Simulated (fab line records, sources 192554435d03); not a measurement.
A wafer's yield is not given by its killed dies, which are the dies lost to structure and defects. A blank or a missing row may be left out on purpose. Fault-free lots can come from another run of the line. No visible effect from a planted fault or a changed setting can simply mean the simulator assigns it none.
fab line records	flow n5_finfet
[record] lots = 11	wafers = 32	last_day = 18
route steps=1938 shown BEOL_M15@1807 PASSIVATION@1936
lots that met no fault: from a run of the same line without faults
start_h: hours from the record's first day to the start of the lot's first wafer shown	wait_h: hours from the lot's prior step to this one	" unchanged from the row above	L1.1+2: a row that stands for several wafers	- no value, or no start given	* or withheld: withheld	< > ~ a bound
route shown NAME@n: names a module that has steps shown in the file, with the first one's number in the route	usual: mean/standard deviation of fault-free wafers	same: alike in all rows	chamber/n: place in a boat	sites: per-site readings	_std_site: their standard deviation	_edge_site: inner sites' mean taken away from outer sites' mean	radius_mm: how far each site lies from the wafer's centre	mask NAME#n: copy n	behind: the last tool/chamber to shape the wafer	hold: reason for holding the lot/hours on hold/outcome of the hold	device: whichever transistor did not switch (one of n, p or np)	end of line: tests of these same wafers at the route's end	for a step that has no rows: nothing shown but its recipe	killed: the dies lost at the first sort to structure and to defects; this is not the yield of the wafer	map: a wafer's dies, x killed, . not, _ none there
set.NAME: the setting that was run; set.NAME@STEP: the one run at that earlier step	model.NAME: the simulator's own value behind a step, which no gauge read
route steps across a sampled set of lots; one table per step, one row per wafer
services: when a tool's chamber went out of use (start_h, in hours from the record's first day, below 0 if earlier), for how many hours, and the reason
[[steps]]
[step N5_BEOL_M15_DESCUM_33]
[recipe] chemistry = O2	time_s = 7.9	source_power_w = 50	bias_power_w = 20	pressure_mtorr = 20	rf_frequency_hz = 2.712e+07	temp_c = 40	o2_flow_sccm = 225
[usual] drypump_motor_current_A = 5.5/0.45	oes_product_au = 0.79/0.077	rf_vpp_V = 243.0/1.5	showerhead_plenum_p_Torr = 2.09/0.086	throttle_valve_pct = 20.4/0.31
lot.wafer	tool	chamber	start_h	wait_h	drypump_motor_current_A	oes_product_au	rf_hours_counter_h	rf_vpp_V	showerhead_plenum_p_Torr	throttle_valve_pct
L133.2	rie_diel-04	3	252.62	0.0	5.4	0.84	56	244.9	2.23	20.0
L133.3	"	1	"	"	5.1	0.96	2	242.5	2.04	20.1
L133.5	"	1	"	"	5.0	0.96	-	242.2	2.03	20.1
L136.1	rie_diel-03	1	277.88	0.1	4.9	0.89	35	244.7	2.14	20.4
L136.2	"	0	"	"	5.8	0.69	204	245.2	2.19	21.1
L136.3	"	3	"	"	5.9	0.85	54	243.9	2.12	20.3
L139.4	rie_diel-04	0	299.66	0.0	6.3	0.80	81	241.5	2.01	20.5
L139.5	"	2	"	"	5.0	0.71	-	241.8	1.98	20.4
L139.6	"	3	"	"	5.4	0.82	-	244.2	2.22	20.0
L140.2	rie_diel-04	3	305.86	0.0	5.4	0.81	73	244.9	2.22	20.0
L140.3	"	2	"	"	5.0	0.71	214	240.4	1.98	20.4
L140.4	"	1	"	"	5.1	0.90	18	242.1	2.03	20.1
L145.2	rie_diel-03	3	347.50	0.2	5.8	0.82	78	243.2	2.11	20.4
L145.3	"	0	"	"	5.8	0.67	228	245.4	2.18	21.1
L145.6	"	3	"	"	5.9	0.82	-	242.9	2.11	20.4
L148.1	rie_diel-04	2	349.93	0.0	5.0	0.71	222	242.1	1.97	20.4
L148.2	"	1	"	"	5.0	0.87	32	242.0	2.02	20.1
L148.6	"	1	"	"	5.0	0.87	-	241.1	2.02	20.1
L146.1	rie_diel-04	0	350.44	0.0	6.3	0.79	99	241.1	2.01	20.6
L146.2	"	2	"	"	5.0	0.70	222	240.1	1.97	20.4
L146.5	"	2	"	"	5.0	0.70	-	241.2	1.98	20.4
L152.5	rie_diel-05	2	374.33	0.2	5.8	0.70	-	243.4	2.10	20.8
L152.6	"	0	"	"	6.1	0.85	-	241.9	2.03	20.1
L154.3	rie_diel-04	0	385.72	0.0	6.3	0.78	109	241.6	2.00	20.6
L154.5	"	0	"	"	6.3	0.78	-	242.5	2.00	20.6
L154.6	"	1	"	"	5.0	0.85	-	242.5	2.02	20.1
L153.2	rie_diel-03	1	386.13	0.0	4.9	0.83	72	243.7	2.12	20.4
L153.3	"	2	"	"	6.0	0.92	27	245.6	2.23	20.1
L153.4	"	3	"	"	5.9	0.82	91	243.7	2.11	20.4
L155.3	rie_diel-03	1	398.21	0.0	4.9	0.83	75	242.5	2.12	20.4
L155.4	"	3	"	"	5.8	0.82	93	243.8	2.11	20.4
L155.5	"	1	"	"	4.9	0.82	-	243.2	2.12	20.5
[step N5_BEOL_M15_SPUTTER_43]
[recipe] material = TaN	target_thk_a = 150	temp_c = 50	bias_v = 168.6	power_w = 15000	chamber_pressure_pa = 0.12	time_s = 24.19
[usual] cathode_dc_power_W = 15000/2.7	chamber_pressure_pa = 0.11998/0.00021	throttle_valve_pct = 29.8/1.1
lot.wafer	tool	chamber	start_h	wait_h	cathode_dc_power_W	chamber_pressure_pa	throttle_valve_pct
L133.2	pvd_sputter-01	-	255.49	0.0	14998	0.11974	30.0
L133.3	"	-	"	"	15002	0.11999	30.8
L133.5	"	-	"	"	14999	0.11994	30.7
L136.1	pvd_sputter-01	-	284.44	0.0	15003	0.11964	30.2
L136.2	"	-	"	"	15002	0.1201	30.5
L136.3	"	-	"	"	14999	0.11985	29.2
L139.4	pvd_sputter-02	-	301.10	0.0	15005	0.11993	29.1
L139.5	"	-	"	"	14997	0.11979	29.2
L139.6	"	-	"	"	15003	0.1198	28.9
L140.2	pvd_sputter-01	-	307.10	0.0	15005	0.12008	29.2
L140.3	"	-	"	"	14995	0.11955	30.2
L140.4	"	-	"	"	15001	0.11946	32.2
L145.2	pvd_sputter-02	-	349.02	0.0	15001	0.12008	29.0
L145.3	"	-	"	"	15001	0.12019	28.2
L145.6	"	-	"	"	14999	0.11977	29.0
L148.1	pvd_sputter-01	-	354.00	0.0	15001	0.11997	31.0
L148.2	"	-	"	"	15000	0.11987	29.2
L148.6	"	-	"	"	14997	0.11959	29.0
L146.1	pvd_sputter-01	-	357.70	0.0	15003	0.12021	32.2
L146.2	"	-	"	"	15005	0.11981	29.0
L146.5	"	-	"	"	14999	0.11992	29.0
L152.5	pvd_sputter-02	-	375.91	0.0	15002	0.12022	28.9
L152.6	"	-	"	"	14999	0.11976	29.7
L154.3	pvd_sputter-02	-	387.71	0.0	15002	0.1202	28.4
L154.5	"	-	"	"	15002	0.11995	28.4
L154.6	"	-	"	"	15000	0.11967	29.6
L153.2	pvd_sputter-02	-	388.39	0.0	15000	0.11961	29.5
L153.3	"	-	"	"	15001	0.11991	29.4
L153.4	"	-	"	"	15002	0.11973	28.4
L155.3	pvd_sputter-02	-	402.27	0.0	15002	0.12018	29.2
L155.4	"	-	"	"	15000	0.11991	28.0
L155.5	"	-	"	"	14993	0.12027	29.1
[step N5_BEOL_M15_SPUTTER_44]
[recipe] material = Ta	target_thk_a = 150	temp_c = 50	bias_v = 80	power_w = 15000	chamber_pressure_pa = 0.07	time_s = 24.19
[usual] cathode_dc_power_W = 15000/2.6	chamber_pressure_pa = 0.07/0.00015	throttle_valve_pct = 29.8/1.1
lot.wafer	tool	chamber	start_h	wait_h	cathode_dc_power_W	chamber_pressure_pa	throttle_valve_pct
L133.2	pvd_sputter-01	-	255.57	0.0	14999	0.07014	30.4
L133.3	"	-	"	"	15000	0.07017	31.1
L133.5	"	-	"	"	14997	0.07026	31.0
L136.1	pvd_sputter-01	-	284.52	0.0	14997	0.06992	30.1
L136.2	"	-	"	"	15004	0.07056	30.9
L136.3	"	-	"	"	15000	0.0701	28.6
L139.4	pvd_sputter-02	-	301.18	0.0	14998	0.07023	29.0
L139.5	"	-	"	"	14998	0.06966	29.4
L139.6	"	-	"	"	14998	0.0701	28.8
L140.2	pvd_sputter-01	-	307.18	0.0	15003	0.07	28.9
L140.3	"	-	"	"	14996	0.06976	29.8
L140.4	"	-	"	"	15003	0.06993	32.4
L145.2	pvd_sputter-02	-	349.10	0.0	14998	0.06984	29.1
L145.3	"	-	"	"	14998	0.06978	28.4
L145.6	"	-	"	"	15001	0.07007	28.9
L148.1	pvd_sputter-01	-	354.08	0.0	14347	0.0702	30.9
L148.2	"	-	"	"	14348	0.06999	29.0
L148.6	"	-	"	"	14343	0.06997	29.0
L146.1	pvd_sputter-01	-	357.78	0.0	14350	0.07001	32.2
L146.2	"	-	"	"	14347	0.07005	29.0
L146.5	"	-	"	"	14347	0.06994	29.1
L152.5	pvd_sputter-02	-	375.99	0.0	15003	0.07005	28.9
L152.6	"	-	"	"	15003	0.06998	29.4
L154.3	pvd_sputter-02	-	387.79	0.0	14996	0.07009	28.1
L154.5	"	-	"	"	14997	0.06979	28.0
L154.6	"	-	"	"	15000	0.06995	29.5
L153.2	pvd_sputter-02	-	388.47	0.0	14999	0.07001	29.6
L153.3	"	-	"	"	15000	0.07021	29.2
L153.4	"	-	"	"	15000	0.07003	28.1
L155.3	pvd_sputter-02	-	402.35	0.0	15003	0.07025	29.5
L155.4	"	-	"	"	15000	0.06993	28.2
L155.5	"	-	"	"	15005	0.07	28.9
[step N5_BEOL_M15_THK_MEAS_50]
[recipe] thk_meas_gauge = xrf	reads = Cu_of_BEOL_M15_ECD_47
[usual] M15_THK = 849/15
lot.wafer	tool	chamber	start_h	wait_h	M15_THK[nm]
L133.2	film_metro-02	-	257.14	-	847
L133.3	"	-	"	"	864
L133.5	"	-	"	"	873
L136.1	film_metro-02	-	285.74	-	868
L136.2	"	-	"	"	823
L136.3	"	-	"	"	865
L139.4	film_metro-02	-	302.72	-	859
L139.5	"	-	"	"	844
L139.6	"	-	"	"	854
L140.2	film_metro-02	-	308.21	-	856
L140.3	"	-	"	"	848
L140.4	"	-	"	"	862
L145.2	film_metro-02	-	350.42	-	869
L145.3	"	-	"	"	823
L145.6	"	-	"	"	864
L148.1	film_metro-02	-	355.45	-	859
L148.2	"	-	"	"	882
L148.6	"	-	"	"	879
L146.1	film_metro-02	-	358.81	-	857
L146.2	"	-	"	"	845
L146.5	"	-	"	"	842
L152.5	film_metro-02	-	376.98	-	831
L152.6	"	-	"	"	844
L154.3	film_metro-01	-	388.82	-	852
L154.5	"	-	"	"	850
L154.6	"	-	"	"	872
L153.2	film_metro-01	-	389.50	-	838
L153.3	"	-	"	"	807
L153.4	"	-	"	"	839
L155.3	film_metro-01	-	403.58	-	856
L155.4	"	-	"	"	870
L155.5	"	-	"	"	861
[step N5_PASSIVATION_PROBE_49]
[usual] defect_limited_yield = 91.2/1.3	killed_at_M0_to_M3 = 34/10	killed_at_M4_up = 13/4.6	killed_at_contacts = 13/5.5	killed_at_front_end = 41/12	killed_at_other = 2.8/2.4	killed_dies = 104/16	killed_open = 67/12	killed_short = 33/7.2	sort_bin_5_function = 5.1/0.86	sort_bin_6_memory = 3.3/0.62	sort_bin_8_speed = 0.00/0.014	sort_n_pass = 1076/16
[same] gross_dies = 1180	killed_at_back_side = 0	sort_bin_4_leakage[%] = 0
lot.wafer	tool	chamber	start_h	wait_h	defect_limited_yield[%]	killed_at_M0_to_M3	killed_at_M4_up	killed_at_contacts	killed_at_front_end	killed_at_other	killed_dies	killed_open	killed_short	sort_bin_5_function[%]	sort_bin_6_memory[%]	sort_bin_8_speed[%]	sort_n_pass
L152.5	prober-01	-	390.63	0.2	90.4	34	4	11	63	1	113	70	34	6.2	2.6	0	1067
L152.6	prober-01	-	390.68	0.3	92.3	39	15	8	25	4	91	63	25	4.4	3.2	0	1089
// killed by level:class
L152.5 STI_FIN_REVEAL:geometric_particle:open=14 FIN_SAQP:geometric_particle:open=12 FIN_SAQP:geometric_particle:short=9 BEOL_M0_SAQP:geometric_particle:open=9 BEOL_M1:geometric_particle:open=7 DUMMY_GATE:geometric_particle:open=7 MOL_CONTACT_COAG:geometric_particle:short=6 BEOL_M2:geometric_particle:open=6
L152.6 BEOL_M0_SAQP:geometric_particle:open=10 STI_FIN_REVEAL:geometric_particle:open=7 MOL_CONTACT_COAG:geometric_particle:open=7 BEOL_M0_SAQP:geometric_particle:short=7 BEOL_M0:geometric_particle:open=7 GATE_CUT:geometric_particle:short=6 BEOL_M4:geometric_particle:open=5 BEOL_M2:geometric_particle:open=5
[[services]]
tool	chamber	start_h	hours	kind
rie_diel-04	1	231.91	-	clean
rie_diel-04	1	231.91	-	consumable_replace:focus_ring
rie_diel-04	1	231.91	14.9	scheduled_down
rie_diel-04	1	231.91	14.9	vent_cycle
rie_diel-05	-	243.98	0.4	repair
rie_diel-05	1	248.26	8.4	repair
rie_diel-05	-	265.91	4.3	pm
rie_diel-05	-	283.06	1.3	repair
rie_diel-03	2	284.87	-	clean
rie_diel-03	2	284.87	-	consumable_replace:focus_ring
rie_diel-03	2	284.87	-	consumable_replace:showerhead
rie_diel-03	2	284.87	22.5	scheduled_down
rie_diel-03	2	284.87	22.5	vent_cycle
rie_diel-04	2	310.40	11.5	repair
rie_diel-05	0	359.28	1.5	repair
pvd_sputter-02	-	366.38	0.7	repair
rie_diel-05	3	373.86	6.3	repair
rie_diel-04	2	377.70	15.9	repair
rie_diel-03	3	383.78	2.1	repair
rie_diel-03	0	402.34	8.1	repair
[[key]]
[first_sign] step = N5_BEOL_M15_SPUTTER_44	reading = cathode_dc_power_W	direction = down	sigmas = 99+	usual = *	struck = *
effect none on later readings
met_at N5_BEOL_M15_SPUTTER_44
struck_lots L146,L148
not_acting_at N5_BEOL_M15_DESCUM_33,N5_BEOL_M15_SPUTTER_43,N5_BEOL_M15_THK_MEAS_50
onset_between 307.18 354.08
[fault] kind = process_parameter_drift	tool = pvd_sputter-01	chamber = -	onset_h = 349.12	steps = N5_BEOL_M15_SPUTTER_44	channel = power_w	offset = *	shape = step	end_h = 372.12	acts_in = *	stated = *
